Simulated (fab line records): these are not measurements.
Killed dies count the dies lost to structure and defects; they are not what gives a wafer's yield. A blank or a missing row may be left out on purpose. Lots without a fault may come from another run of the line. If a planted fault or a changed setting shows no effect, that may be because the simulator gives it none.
Chamber matching :: flow n5-finfet :: N5_BEOL_M7_CURE_75 on uv-cure-03: 3 sister chambers
The step cures SiCOH lowk, time 120 s. 3 wafers are shown with their chamber, then 12 later ones without.

WAFERS, EACH WITH ITS CHAMBER
wafer: L074.4
chamber: 2
wafer_temp_C_max: 371.6

wafer: L086.5
chamber: 1
wafer_temp_C_max: 370.9

wafer: L095.6
chamber: 0
wafer_temp_C_max: 370.8

WAFERS WHOSE CHAMBER IS MISSING
wafer: L095.2
wafer_temp_C_max: 370.8

wafer: L095.3
wafer_temp_C_max: 371.1

wafer: L095.5
wafer_temp_C_max: 371.0

wafer: L096.2
wafer_temp_C_max: 371.3

wafer: L096.4
wafer_temp_C_max: 371.3

wafer: L096.5
wafer_temp_C_max: 371.0

wafer: L097.3
wafer_temp_C_max: 371.0

wafer: L097.5
wafer_temp_C_max: 371.0

wafer: L097.6
wafer_temp_C_max: 371.4

wafer: L091.3
wafer_temp_C_max: 371.5

wafer: L091.4
wafer_temp_C_max: 370.9

wafer: L091.5
wafer_temp_C_max: 371.6

WHICH CHAMBER EACH WENT THROUGH
wafer: L095.2
from the rows above: can't be placed: 0 or 1
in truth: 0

wafer: L095.3
from the rows above: can't be placed: 1 or 0 or 2
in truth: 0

wafer: L095.5
from the rows above: can't be placed: 1 or 0
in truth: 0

wafer: L096.2
from the rows above: can't be placed: 2 or 1 or 0
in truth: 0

wafer: L096.4
from the rows above: can't be placed: 2 or 1 or 0
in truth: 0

wafer: L096.5
from the rows above: can't be placed: 1 or 0
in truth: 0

wafer: L097.3
from the rows above: can't be placed: 1 or 0
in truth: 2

wafer: L097.5
from the rows above: can't be placed: 1 or 0
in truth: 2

wafer: L097.6
from the rows above: can't be placed: 2 or 1
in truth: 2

wafer: L091.3
from the rows above: 2
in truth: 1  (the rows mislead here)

wafer: L091.4
from the rows above: can't be placed: 1 or 0
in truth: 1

wafer: L091.5
from the rows above: 2
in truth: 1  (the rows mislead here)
Correct placement for 0 of the 12. Can't be placed from these rows: 10 (the true chamber is among the candidates in 8). Number placed wrongly: 2.
How it was worked out, from the rows above alone: a wafer's distance from a chamber is the root of the sum, over the readings, of the square of ((its reading less the chamber's mean) divided by the reading's scatter). The wafer belongs to the nearest chamber; if the next one is less than 2 further off, it can't be placed. For every chamber, the mean is computed from those of its wafers that are shown. The scatter: root of mean squared gap, hidden wafer to nearest shown wafer, with one shown wafer a chamber.
